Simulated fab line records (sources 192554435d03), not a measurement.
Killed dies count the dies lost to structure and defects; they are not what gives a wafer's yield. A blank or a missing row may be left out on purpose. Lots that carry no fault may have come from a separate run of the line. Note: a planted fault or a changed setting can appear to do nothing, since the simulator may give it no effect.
A struck lot beside a sound one    flow n5_finfet    41 out of 1938 route steps
Sound: the wafers L642.2, L642.3, L642.4. Struck: wafer L653.3 (left out: L653.2, L653.4 of the same lot, which were not struck); the cause appears at the end.
Order at every step that has rows: each side's tool, ch and its chambers, its first start. Under that, the readings that differ: sound wafers    struck wafers    difference of the means    sigmas: that difference in standard deviations of wafers without a fault.
alike: words and numbers the same on both sides, and readings whose means are apart by under 2 such deviations; not compared: readings that were withheld, readings missing a value for some wafer, numbers with overlapping values and no deviation given by the record, and bounds like >300 which may hide the same value.
A row with sigmas, a row that says differs or no value, or rows on one side alone: a step with any of these is where the two part. When numbers do not overlap yet have no deviation, they are printed without sigmas and do not part them. Lack of a reading on every wafer of one side parts them only where that side has two or more wafers.

N5_BEOL_M4_SURFACE_TREAT_85:
  struck on pvd_sputter-01, day 12 07:37; sound on pvd_sputter-01, day 8 17:07
  not compared: throttle_valve_pct
then, 3 steps without rows for these wafers: N5_BEOL_M4_CVD_47 (deposits Co from CCTBA/H2, target thk 3 nm, time 223.8 s); N5_BEOL_M4_SPUTTER_48 (material Cu, target thk 4.5 nm, time 8.29 s); N5_BEOL_M4_ANNEAL_49 (time 240 s).
N5_BEOL_M4_SPUTTER_79: material Cu, target thk 4.5 nm, time 8.29 s.
  struck on pvd_sputter-01, day 12 08:10; sound on pvd_sputter-02, day 8 17:44
reading                 sound           struck  difference  sigmas
throttle_valve_pct (%)  31.7 29.0 31.6  27.3    -3.5        -3
  alike: susceptor_temp_C
N5_BEOL_M4_ANNEAL_80: time 240 s.
  struck on pvd_sputter-01, day 12 08:14; sound on pvd_sputter-02, day 8 17:49
  alike: heater_power_w, susceptor_temp_C
then, 2 steps without rows for these wafers: N5_BEOL_M4_SPUTTER_81 (material Cu, target thk 4.5 nm, time 8.29 s); N5_BEOL_M4_ANNEAL_82 (time 240 s).
N5_BEOL_M4_SPUTTER_86: material Cu, target thk 4.5 nm, time 8.29 s.
  struck on pvd_sputter-01, day 12 08:36; sound on pvd_sputter-02, day 8 18:11
reading                 sound                 struck  difference  sigmas
susceptor_temp_C (C)    -19.96 -20.00 -20.09  -20.31  -0.29       -2
throttle_valve_pct (%)  31.5 29.0 31.5        27.7    -3.0        -3
N5_BEOL_M4_ANNEAL_87: time 240 s.
  struck on pvd_sputter-01, day 12 08:41; sound on pvd_sputter-02, day 8 18:16
  alike: heater_power_w, susceptor_temp_C
then, 2 steps without rows for these wafers: N5_BEOL_M4_SPUTTER_88 (material Cu, target thk 4.5 nm, time 8.29 s); N5_BEOL_M4_ANNEAL_89 (time 240 s).
N5_BEOL_M4_SPUTTER_90: material Cu, target thk 4.5 nm, time 8.29 s.
  struck on pvd_sputter-01, day 12 09:02; sound on pvd_sputter-02, day 8 18:37
reading                 sound           struck  difference  sigmas
throttle_valve_pct (%)  31.4 29.1 31.3  27.6    -3.0        -3
  alike: susceptor_temp_C
then, 13 steps without rows for these wafers: N5_BEOL_M4_ANNEAL_91 (time 240 s); N5_BEOL_M4_SPUTTER_92 (material Cu, target thk 4.5 nm, time 8.29 s); N5_BEOL_M4_ANNEAL_93 (time 240 s); N5_BEOL_M4_SPUTTER_94 (material Cu, target thk 4.5 nm, time 8.29 s); N5_BEOL_M4_ANNEAL_95 (time 240 s); N5_BEOL_M4_SPUTTER_96 (material Cu, target thk 4.5 nm, time 8.29 s); N5_BEOL_M4_ECD_50 (material Cu, target thk 300 nm); N5_BEOL_M4_ANNEAL_51 (time 90 s); N5_BEOL_M4_CMP_52 (polishes, stops on SiOC, t overpolish 6.8 s, target thk 40 nm); N5_BEOL_M4_PRE_CLEAN_60 (time 15 s); N5_BEOL_M4_CO_CAP_55 (material Co, precursor CCTBA/H2, target thk 2 nm, time 102.1 s); N5_BEOL_M4_PRE_CLEAN_56 (time 15 s); N5_BEOL_M4_DEP_57 (deposits SiCN from 3MS/NH3, target thk 8 nm, time 14 s).
N5_BEOL_M4_RS_MEAS_58: the measuring method here is four-point-probe.
  struck on film_metro-02, day 12 10:50; sound on film_metro-02, day 8 20:20
  alike: M4_RS
N5_BEOL_M4_RC_MEAS_101:
  sound on prober-02 ch 0, day 8 20:32; struck on prober-02 ch 0, day 12 11:02
reading        sound           struck  difference  sigmas
DIBL_P (mV/V)  36.3 37.1 38.3  33.3    -3.9        -3
ION_N (uA/um)  679 681 680     659     -21         -2
SS_N (mV/dec)  71.6 72.2 72.4  71.0    -1.1        -2
  alike: DIBL_N, IOFF_N, IOFF_P, ION_P, SS_P, VT_N, VT_P
then, 2 steps without rows for these wafers: N5_BEOL_M5_ILD_DEP_00 (deposits SiCOH lowk from DEMS/porogen, target thk 140.64 nm, time 25.9 s); N5_BEOL_M5_CURE_79 (cures SiCOH lowk, time 240 s).
N5_BEOL_M5_THK_MEAS_01:
  struck on film_metro-01, day 12 13:11; sound on film_metro-01, day 8 21:55
reading          sound              struck  difference  sigmas
M5_ILD_THK (nm)  122.3 120.7 122.0  118.5   -3.2        -2
then, 9 steps without rows for these wafers: N5_BEOL_M5_PECVD_70 (deposits SiO2 from TEOS/O2, target thk 16 nm, time 18 s); N5_BEOL_M5_HM_DEP_02 (deposits TiN, target thk 20 nm); N5_BEOL_M5_COAT_59 (time 60 s, resist thk 60 nm); N5_BEOL_M5_COAT_60 (time 60 s, resist thk 12 nm); N5_BEOL_M5_COAT_71 (time 60 s, resist thk 5 nm); N5_BEOL_M5_COAT_05 (resist thk 30 nm); N5_BEOL_M5_EBR_07; N5_BEOL_M5_SOFTBAKE_06 (time 60 s); N5_BEOL_M5_EXPOSE_08 (exposes mask M5, target cd 28 nm).
-- the record jumps here: 5 days lie between the struck wafers' starts before and after (it left off in module BEOL_M5 and takes up again in module PASSIVATION, whose first step shown is number 1936 of the route) --
N5_PASSIVATION_PROBE_49:
  only the struck wafers here have rows in the record (prober-02, day 17 06:52); the sound ones have none

WHERE THEY PART
Last at N5_PASSIVATION_PROBE_49 as far as this record goes, first at N5_BEOL_M4_SPUTTER_79.

WHY: the cause the simulator had injected
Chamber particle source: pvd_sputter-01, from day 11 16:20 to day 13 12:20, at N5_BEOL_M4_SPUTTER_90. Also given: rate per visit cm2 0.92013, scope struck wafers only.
